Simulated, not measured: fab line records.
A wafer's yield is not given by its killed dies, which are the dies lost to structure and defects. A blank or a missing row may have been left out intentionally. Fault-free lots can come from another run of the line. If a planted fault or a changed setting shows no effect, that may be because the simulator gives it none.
Matching of chambers	flow nand harc	NHARC_P_M1_CMP_23 on cmp-04: 4 sister chambers
The step polishes, t overpolish 20 s, target thk 157.82 nm. 8 wafers are shown with their chamber, then 9 later ones without.

EACH WAFER AND ITS CHAMBER
wafer	chamber	motor current A (A)	slurry filter dp kPa (kPa)
L081.3	0	10.6	13.51
L089.5	3	12.0	13.57
L088.1	2	12.5	13.58
L088.2	1	13.4	13.35
L088.3	0	11.4	13.67
L090.2	3	12.0	13.45
L090.5	1	12.1	13.41
L090.6	2	12.1	13.41

WAFERS WITH NO CHAMBER GIVEN
wafer	motor current A (A)	slurry filter dp kPa (kPa)
L095.1	11.2	13.75
L095.4	12.3	13.48
L095.5	11.8	13.45
L097.3	12.7	13.36
L097.4	12.2	13.44
L097.6	10.2	13.55
L096.2	11.7	13.61
L096.3	12.2	13.53
L096.6	11.9	13.46

CHAMBER TAKEN BY EACH
wafer	from the rows above	in truth
L095.1	can't be placed: 0 or 3 or 2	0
L095.4	can't be placed: 2 or 3 or 1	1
L095.5	can't be placed: 3 or 2 or 1 or 0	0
L097.3	can't be placed: 1 or 2 or 3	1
L097.4	can't be placed: 2 or 3 or 1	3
L097.6	can't be placed: 0 or 3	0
L096.2	can't be placed: 3 or 0 or 2 or 1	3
L096.3	can't be placed: 2 or 3 or 1 or 0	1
L096.6	can't be placed: 3 or 2 or 1 or 0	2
Placed correctly: 0 of 9. Can't be placed from these rows: 9 (the true chamber is among the candidates in 9). Number placed wrongly: 0.
How it was worked out, from the rows above alone: a wafer's distance from a chamber is the root of the sum, over the readings, of the square of ((its reading less the chamber's mean) divided by the reading's scatter). If the next closest chamber is less than 2 further off than the closest, the wafer can't be placed; otherwise it belongs to the closest. For every chamber, the mean is computed from those of its wafers that are shown. The scatter is the square root of a quotient: the sum, over the shown wafers, of each reading's squared deviation from its chamber's mean, divided by wafers minus chambers.
